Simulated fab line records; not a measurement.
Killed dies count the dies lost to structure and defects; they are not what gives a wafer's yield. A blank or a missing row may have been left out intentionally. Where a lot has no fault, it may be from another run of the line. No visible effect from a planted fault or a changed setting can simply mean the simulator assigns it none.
A lot that was struck, set against a sound lot    flow n5_finfet    18 steps out of a route of 1938
Sound: these wafers, L689.1, L689.3, L689.5. Wafers L699.2, L699.3, L699.4 were the ones struck. The cause is given at the end.
Each step with rows lists, per side, the tool, then ch with its chambers, then its first start. Under that, the readings that differ: sound wafers    struck wafers    difference of the means    sigmas: that difference in standard deviations of wafers without a fault.
alike: readings with means less than 2 such deviations apart, plus words and numbers identical on both sides. not compared: withheld readings, readings lacking a value on some wafer, bounds such as >300 that could conceal the same value, and numbers that have no deviation in the record and whose values overlap.
Wherever a step has rows on one side only, a row that says differs or no value, or a row with sigmas, the two part there. When numbers do not overlap yet have no deviation, they are printed without sigmas and do not part them. A reading missing from all wafers of one side parts the sides only when that side holds two or more wafers.

first, 6 steps without rows for these wafers: N5_BEOL_M7_COAT_22 (resist thk 30 nm); N5_BEOL_M7_EBR_24; N5_BEOL_M7_SOFTBAKE_23 (time 60 s); N5_BEOL_M7_EXPOSE_25 (exposes mask V6, target cd 40 nm); N5_BEOL_M7_PEB_26 (peb time 60 s); N5_BEOL_M7_DEVELOP_27 (develop time 30 s).
N5_BEOL_M7_CD_MEAS_28 targets a cd of 40 nm.
  sound on cd_sem-03 ch 0, day 12 01:20; struck on cd_sem-03 ch 0, day 14 08:32
  alike: cd_nm
N5_BEOL_M7_OVL_MEAS_29:
  sound on overlay-02 ch 0, day 12 01:22; struck on overlay-01 ch 0, day 14 08:34
  alike: V6_OVL
N5_BEOL_M7_INSPECT_30: inspects for defects (brightfield).
  struck on defect_inspect-01, day 14 08:37; sound on defect_inspect-01, day 12 01:26
  alike: raw_defect_count
N5_BEOL_M7_DESCUM_33: chemistry O2, time 7 s.
  sound on rie_diel-06 ch 1,2, day 12 01:28; struck on rie_diel-06 ch 0,1,2, day 14 08:39
  alike: drypump_motor_current_A, oes_product_au, rf_vpp_V, showerhead_plenum_p_Torr, throttle_valve_pct
  not compared: rf_hours_counter_h
N5_BEOL_M7_ETCH_72: etches underlayer in N2/H2, target depth 6.5 nm, time 5.2 s.
  sound on rie_diel-06 ch 1,2, day 12 01:30; struck on rie_diel-06 ch 0,1,2, day 14 08:41
  alike: bias_w, drypump_motor_current_A, etch_rf_on_time_s, oes_product_au, rf_vpp_V, showerhead_plenum_p_Torr, throttle_valve_pct
  not compared: rf_hours_counter_h
N5_BEOL_M7_ETCH_65: etches SiARC in CF4, target depth 15.6 nm, time 26 s.
  sound on rie_diel-06 ch 1,2, day 12 01:31; struck on rie_diel-06 ch 0,1,2, day 14 08:43
  alike: bias_w, cf4_flow_sccm, drypump_motor_current_A, etch_rf_on_time_s, oes_product_au, rf_vpp_V, showerhead_plenum_p_Torr, throttle_valve_pct
  not compared: rf_hours_counter_h
N5_BEOL_M7_ETCH_66: etches SOC in N2/H2, target depth 80 nm, overetch 16 nm, time 120 s.
  sound on rie_diel-06 ch 1,2, day 12 01:33; struck on rie_diel-06 ch 0,1,2, day 14 08:44
reading                                     sound              struck             difference  sigmas
run_length_s (s)                            143.2 143.6 144.1  166.3 165.9 166.2  +22.5       +47
model.SiARC_of_BEOL_M7_COAT_64.thk_nm (nm)  6.4 6.4 6.4        5.4 5.2 5.4        -1.1        
  alike: bias_w, drypump_motor_current_A, oes_product_au, rf_vpp_V, showerhead_plenum_p_Torr, throttle_valve_pct
  not compared: rf_hours_counter_h
then, 2 steps without rows for these wafers: N5_BEOL_M7_STRIP_69 (strips in N2/H2); N5_BEOL_M7_STRIP_73 (strips in N2/H2).
N5_BEOL_M7_VIA_ETCH_34: etches SiCOH lowk in C4F6/O2, target depth 125.5 nm, time 50.5 s.
  sound on rie_diel-06 ch 1,2, day 12 01:39; struck on rie_diel-06 ch 0,1,2, day 14 08:50
  alike: bias_w, drypump_motor_current_A, oes_ar_750_au, oes_product_au, rf_vpp_V, run_length_s, showerhead_plenum_p_Torr, throttle_valve_pct
  not compared: rf_hours_counter_h, model.BEOL_M7.cd_nm
then, 1 step without rows for these wafers: N5_BEOL_M7_STRIP_76 (strips in C4F6/O2).
-- a jump in the record: the struck wafers' starts before and after are 3 days apart (it breaks off in module BEOL_M7 and resumes in module PASSIVATION, where the first step shown is number 1936 of the route) --
N5_PASSIVATION_PROBE_49:
  struck on prober-01, day 17 08:40; sound on prober-01, day 15 00:50
  alike: defect_limited_yield, killed_at_M0_to_M3, killed_at_M4_up, killed_at_contacts, killed_at_front_end, killed_at_other, killed_dies, killed_open, killed_short, sort_bin_5_function, sort_bin_6_memory, sort_n_pass, sort_yield_pct

WHERE THEY PART
Within this record, at N5_BEOL_M7_ETCH_66 only. Later steps at which nothing parts them and some readings are alike: N5_BEOL_M7_VIA_ETCH_34, N5_PASSIVATION_PROBE_49.

WHY: the cause the simulator had injected
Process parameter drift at N5_BEOL_M7_ETCH_66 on rie_diel-06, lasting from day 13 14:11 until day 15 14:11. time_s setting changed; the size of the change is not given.
